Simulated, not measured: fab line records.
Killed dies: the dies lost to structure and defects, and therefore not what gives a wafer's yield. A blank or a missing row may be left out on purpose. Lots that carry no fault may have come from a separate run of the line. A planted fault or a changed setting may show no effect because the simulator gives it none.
fab line records | flow n5_finfet | part 2 of 2: steps 22 to 29 of 29
record: lots: 5 | wafers: 15 | last_day: 15
route steps=1938 shown BEOL_M0_SAQP@677 BEOL_M0_CUTY@701
lots untouched by any fault: they come from a run of this same line in which no faults occurred
start_h: the number of hours between the record's first day and the start of the first shown wafer of the lot | wait_h: hours from the lot's prior step to this one | " unchanged from the row above | L1.1+2: several wafers, shown together as one row | - no value present, or no start provided | * or withheld: withheld | < > ~ a bound
route shown NAME@n: names a module that has steps shown in the file, with the first one's number in the route | usual: average and standard deviation across the fault-free wafers | same: alike in all rows | chamber/n: place in a boat | sites: the reading at each site | _std_site: how widely they spread, as a standard deviation | _edge_site: the outer-site mean with the inner-site mean subtracted | radius_mm: for every site, how far away it sits from the centre of the wafer | mask NAME#n: copy n | behind: tool/chamber where the wafer was last shaped | hold: why the lot was held/for how many hours/how that ended | device: which transistor (n, p or np) failed to switch | end of line: at the end of the route, the tests of the same wafers | a step with no rows: only its recipe | killed: at the first sort, the dies lost to defects and structure; wafer yield is something else | map: a wafer's dies, x killed, . not, _ none there
set.NAME: the setting the step ran with; set.NAME@STEP: the setting that earlier step ran with | model.NAME: the simulator's own value behind a step, which no gauge read
a table for each step, a row for each wafer; lots at some steps of the route
services: the hour from which a tool's chamber was out of use, counted from the record's first day as start_h (under 0 if before that day), plus the number of hours and why
== steps ==
step: N5_BEOL_M0_SAQP_ALD_48
recipe: material: SiO2 | target_thk_a: 200 | temp_c: 100 | ald_precursor_family: BDEAS | ald_co_reactant: O2-plasma | pulse_time_s: 1 | co_reactant_pulse_time_s: 1 | purge_time_s: 2 | co_reactant_purge_time_s: 2 | ald_cycles: 139 | pressure_torr: 2
usual: heater_power_w: 81/6.8 | precursor_pulse_height_rel: 0.999/0.021
same: purge_time_s: 2
lot.wafer | tool       | chamber | start_h | wait_h | heater_power_w | precursor_pulse_height_rel
L077.1    | ald_sin-03 | 2       | 132.40  | 0.0    | 78             | 1.004
L077.4    | "          | 0       | "       | "      | 76             | 0.980
L077.6    | "          | 1       | "       | "      | 96             | 0.980
L080.1    | ald_sin-03 | 1       | 144.00  | 0.0    | 92             | 1.024
L080.5    | "          | 2       | "       | "      | 78             | 0.983
L080.6    | "          | 3       | "       | "      | 83             | 0.973
L083.1    | ald_sin-01 | 1       | 168.79  | 0.0    | 77             | 1.015
L083.3    | "          | 3       | "       | "      | 88             | 1.006
L083.6    | "          | 0       | "       | "      | 80             | 1.002
L084.2    | ald_sin-01 | 3       | 172.93  | 0.2    | 96             | 0.958
L084.3    | "          | 2       | "       | "      | 85             | 0.971
L084.4    | "          | 1       | "       | "      | 76             | 0.989
L088.2    | ald_sin-02 | 0       | 202.01  | 0.0    | 76             | 0.990
L088.4    | "          | 2       | "       | "      | 79             | 1.019
L088.6    | "          | 0       | "       | "      | 77             | 0.983
step: N5_BEOL_M0_SAQP_ETCH_49
recipe: chemistry: CF4/O2 | target_depth_a: 370 | target: SiO2 | pressure_mtorr: 40 | source_w: 535 | bias_w: 49 | Ar_flow_sccm: 100 | cf4_flow_sccm: 100 | O2_flow_sccm: 10 | ion_energy_ev: 100
usual: drypump_motor_current_A: 5.5/0.5 | oes_f_703_au: 0.76/0.051 | oes_product_au: 0.75/0.049 | rf_vpp_V: 239.9/2.8 | showerhead_plenum_p_Torr: 2.17/0.079 | throttle_valve_pct: 15.82/0.18
lot.wafer | tool        | chamber | start_h | wait_h | drypump_motor_current_A | oes_f_703_au | oes_product_au | rf_hours_counter_h | rf_vpp_V | showerhead_plenum_p_Torr | throttle_valve_pct
L077.1    | rie_diel-02 | 2       | 132.93  | 0.3    | 5.0                     | 0.76         | 0.76           | 146                | 238.3    | 2.12                     | 15.77
L077.4    | "           | 1       | "       | "      | 6.3                     | 0.79         | 0.79           | -                  | 236.8    | 2.12                     | 15.62
L077.6    | "           | 0       | "       | "      | 5.2                     | 0.89         | 0.88           | -                  | 242.5    | 2.33                     | 15.46
L080.1    | rie_diel-06 | 0       | 144.52  | 0.3    | 5.5                     | 0.72         | 0.74           | 150                | 247.2    | 2.21                     | 16.15
L080.5    | "           | 3       | "       | "      | 5.6                     | 0.68         | 0.69           | -                  | 240.3    | 2.09                     | 15.80
L080.6    | "           | 2       | "       | "      | 5.0                     | 0.76         | 0.75           | -                  | 234.4    | 2.13                     | 15.85
L083.1    | rie_diel-01 | 2       | 169.32  | 0.3    | 6.3                     | 0.73         | 0.72           | 154                | 241.6    | 2.20                     | 15.71
L083.3    | "           | 0       | "       | "      | 5.4                     | 0.81         | 0.79           | 105                | 238.2    | 2.05                     | 15.64
L083.6    | "           | 0       | "       | "      | 5.4                     | 0.81         | 0.78           | -                  | 238.7    | 2.05                     | 15.64
L084.2    | rie_diel-02 | 2       | 173.45  | 0.3    | 5.1                     | 0.74         | 0.75           | 157                | 240.2    | 2.12                     | 15.79
L084.3    | "           | 1       | "       | "      | 6.3                     | 0.78         | 0.78           | 148                | 237.9    | 2.11                     | 15.64
L084.4    | "           | 0       | "       | "      | 5.3                     | 0.88         | 0.87           | 45                 | 241.4    | 2.33                     | 15.47
L088.2    | rie_diel-01 | 0       | 202.55  | 0.3    | 5.4                     | 0.80         | 0.78           | 114                | 237.8    | 2.05                     | 15.65
L088.4    | "           | 2       | "       | "      | 6.3                     | 0.72         | 0.72           | 165                | 241.2    | 2.19                     | 15.72
L088.6    | "           | 1       | "       | "      | 4.7                     | 0.71         | 0.70           | -                  | 240.4    | 2.28                     | 16.12
step: N5_BEOL_M0_SAQP_STRIP_75
recipe: chemistry: CF4 | resist: SiARC | power_w: 300 | bias_power_w: 75 | pressure_mtorr: 50 | cf4_flow_sccm: 150 | rf_frequency_hz: 6e+07
usual: drypump_motor_current_A: 5.5/0.5 | oes_product_au: 0.174/0.011 | rf_vpp_V: 270.5/1.7 | showerhead_plenum_p_Torr: 1.77/0.063 | throttle_valve_pct: 13.57/0.18
lot.wafer | tool        | chamber | start_h | wait_h | drypump_motor_current_A | oes_product_au | rf_hours_counter_h | rf_vpp_V | showerhead_plenum_p_Torr | throttle_valve_pct
L077.1    | rie_diel-02 | 2       | 133.03  | 0.1    | 5.1                     | 0.173          | 146                | 271.4    | 1.73                     | 13.54
L077.4    | "           | 1       | "       | "      | 6.2                     | 0.177          | -                  | 270.9    | 1.72                     | 13.38
L077.6    | "           | 0       | "       | "      | 5.2                     | 0.203          | -                  | 272.2    | 1.90                     | 13.17
L080.1    | rie_diel-06 | 0       | 144.62  | 0.1    | 5.5                     | 0.166          | 150                | 271.1    | 1.79                     | 13.86
L080.5    | "           | 3       | "       | "      | 5.6                     | 0.160          | -                  | 269.4    | 1.70                     | 13.58
L080.6    | "           | 2       | "       | "      | 5.0                     | 0.176          | -                  | 269.5    | 1.73                     | 13.57
L083.1    | rie_diel-01 | 2       | 169.42  | 0.1    | 6.3                     | 0.169          | 154                | 271.7    | 1.79                     | 13.47
L083.3    | "           | 0       | "       | "      | 5.4                     | 0.184          | 105                | 267.6    | 1.67                     | 13.36
L083.6    | "           | 0       | "       | "      | 5.4                     | 0.181          | -                  | 268.6    | 1.67                     | 13.37
L084.2    | rie_diel-02 | 2       | 173.55  | 0.1    | 5.1                     | 0.167          | 157                | 268.7    | 1.73                     | 13.55
L084.3    | "           | 1       | "       | "      | 6.3                     | 0.178          | 148                | 269.9    | 1.72                     | 13.39
L084.4    | "           | 0       | "       | "      | 5.2                     | 0.194          | 45                 | 273.1    | 1.89                     | 13.22
L088.2    | rie_diel-01 | 0       | 202.65  | 0.1    | 5.4                     | 0.179          | 114                | 268.0    | 1.67                     | 13.39
L088.4    | "           | 2       | "       | "      | 6.3                     | 0.165          | 165                | 271.2    | 1.79                     | 13.49
L088.6    | "           | 1       | "       | "      | 4.7                     | 0.162          | -                  | 273.4    | 1.85                     | 13.85
step: N5_BEOL_M0_CUTY_COAT_50
recipe: resist: SiARC | temp_c: 220 | time_s: 60 | spin_rpm: 1500 | resist_thk_nm: 15
usual: plate_temp_C: 220.05/0.16
lot.wafer | tool           | chamber | start_h | wait_h | plate_temp_C
L077.1    | litho_track-01 | 0       | 133.07  | 0.0    | 220.32
L077.4    | "              | 0       | "       | "      | 220.12
L077.6    | "              | 0       | "       | "      | 220.10
L080.1    | litho_track-05 | 0       | 144.67  | 0.0    | 220.29
L080.5    | "              | 0       | "       | "      | 220.04
L080.6    | "              | 0       | "       | "      | 220.33
L083.1    | litho_track-01 | 0       | 169.46  | 0.0    | 219.95
L083.3    | "              | 0       | "       | "      | 220.24
L083.6    | "              | 0       | "       | "      | 219.99
L084.2    | litho_track-04 | 0       | 173.60  | 0.0    | 220.08
L084.3    | "              | 0       | "       | "      | 220.16
L084.4    | "              | 0       | "       | "      | 220.09
L088.2    | litho_track-04 | 0       | 202.69  | 0.0    | 220.25
L088.4    | "              | 0       | "       | "      | 219.87
L088.6    | "              | 0       | "       | "      | 220.11
step: N5_BEOL_M0_CUTY_COAT_51
recipe: resist: CAR-ArF-block | spin_rpm: 1500 | resist_thk_nm: 150
lot.wafer  | tool           | chamber | start_h | wait_h
L077.1+4+6 | litho_track-01 | 0       | -       | -
L080.1+5+6 | litho_track-05 | 0       | -       | -
L083.1+3+6 | litho_track-01 | 0       | -       | -
L084.2+3+4 | litho_track-04 | 0       | -       | -
L088.2+4+6 | litho_track-04 | 0       | -       | -
step: N5_BEOL_M0_CUTY_EBR_52
recipe: solvent: PGMEA | ebr_width_mm: 1.5
lot.wafer  | tool           | chamber | start_h | wait_h
L077.1+4+6 | litho_track-01 | 0       | -       | -
L080.1+5+6 | litho_track-05 | 0       | -       | -
L083.1+3+6 | litho_track-01 | 0       | -       | -
L084.2+3+4 | litho_track-04 | 0       | -       | -
L088.2+4+6 | litho_track-04 | 0       | -       | -
step: N5_BEOL_M0_CUTY_SOFTBAKE_53
recipe: temp_c: 110 | time_s: 60 | resist: CAR-ArF-block
usual: plate_temp_C: 110.00/0.14
lot.wafer | tool           | chamber | start_h | wait_h | plate_temp_C
L077.1    | litho_track-01 | 0       | -       | -      | 110.02
L077.4    | "              | 0       | "       | "      | 110.06
L077.6    | "              | 0       | "       | "      | 110.11
L080.1    | litho_track-05 | 0       | -       | -      | 109.90
L080.5    | "              | 0       | "       | "      | 110.00
L080.6    | "              | 0       | "       | "      | 109.74
L083.1    | litho_track-01 | 0       | -       | -      | 110.00
L083.3    | "              | 0       | "       | "      | 110.01
L083.6    | "              | 0       | "       | "      | 109.91
L084.2    | litho_track-04 | 0       | -       | -      | 110.24
L084.3    | "              | 0       | "       | "      | 110.11
L084.4    | "              | 0       | "       | "      | 110.10
L088.2    | litho_track-04 | 0       | -       | -      | 110.03
L088.4    | "              | 0       | "       | "      | 109.96
L088.6    | "              | 0       | "       | "      | 109.94
step: N5_BEOL_M0_CUTY_EXPOSE_54
recipe: mask_id: M0_ABLK | na: 1.35 | source_shape: conventional | sigma_outer: 0.8 | polarization: unpolarized | dose_mj: 36
usual: stage_vel_mm_s: 499.99/0.28
same: na: 1.35
lot.wafer | tool            | chamber | start_h | wait_h | mask      | stage_vel_mm_s
L077.1    | arfi_scanner-01 | 0       | 133.29  | -      | M0_ABLK#0 | 500.02
L077.4    | "               | 0       | "       | "      | M0_ABLK#0 | 499.96
L077.6    | "               | 0       | "       | "      | M0_ABLK#0 | 499.60
L080.1    | arfi_scanner-01 | 0       | 144.89  | -      | M0_ABLK#0 | 500.08
L080.5    | "               | 0       | "       | "      | M0_ABLK#0 | 499.92
L080.6    | "               | 0       | "       | "      | M0_ABLK#0 | 500.06
L083.1    | arfi_scanner-01 | 0       | 169.69  | -      | M0_ABLK#0 | 499.74
L083.3    | "               | 0       | "       | "      | M0_ABLK#0 | 499.93
L083.6    | "               | 0       | "       | "      | M0_ABLK#0 | 499.60
L084.2    | arfi_scanner-03 | 0       | 173.83  | -      | M0_ABLK#0 | 499.77
L084.3    | "               | 0       | "       | "      | M0_ABLK#0 | 500.08
L084.4    | "               | 0       | "       | "      | M0_ABLK#0 | 499.71
L088.2    | arfi_scanner-02 | 0       | 202.80  | -      | M0_ABLK#0 | 500.34
L088.4    | "               | 0       | "       | "      | M0_ABLK#0 | 500.10
L088.6    | "               | 0       | "       | "      | M0_ABLK#0 | 500.00
== services ==
tool            | chamber | start_h | hours | kind
euv_scanner-02  | -       | 109.49  | 1.0   | pm
arfi_scanner-02 | -       | 112.65  | 1.3   | pm
euv_scanner-01  | -       | 115.80  | 0.2   | repair
rie_si-04       | 0       | 117.91  | 1.8   | repair
arfi_scanner-02 | -       | 121.72  | 0.3   | repair
rie_diel-02     | 3       | 125.78  | 8.9   | repair
ald_sin-03      | -       | 126.31  | 2.5   | repair
arfi_scanner-01 | -       | 131.53  | 1.3   | pm
euv_scanner-02  | -       | 141.03  | 5.8   | pm
ald_sin-01      | 3       | 144.39  | 2.6   | repair
arfi_scanner-01 | -       | 147.25  | 3.1   | pm
euv_scanner-01  | -       | 149.82  | 1.0   | pm
arfi_scanner-03 | -       | 151.51  | 1.3   | pm
arfi_scanner-02 | -       | 155.08  | 2.0   | repair
arfi_scanner-03 | -       | 157.35  | 1.0   | pm
rie_si-03       | 2       | 158.89  | 35.2  | repair
arfi_scanner-02 | -       | 160.94  | 0.8   | pm
rie_diel-06     | 0       | 161.86  | 8.2   | repair
euv_scanner-02  | -       | 162.24  | 1.0   | pm
arfi_scanner-03 | -       | 165.56  | 0.8   | pm
rie_si-04       | -       | 167.49  | 2.8   | pm
ald_sin-01      | -       | 177.73  | 14.0  | pm
rie_si-01       | 2       | 191.92  | 3.1   | repair
arfi_scanner-01 | -       | 200.66  | 1.0   | pm
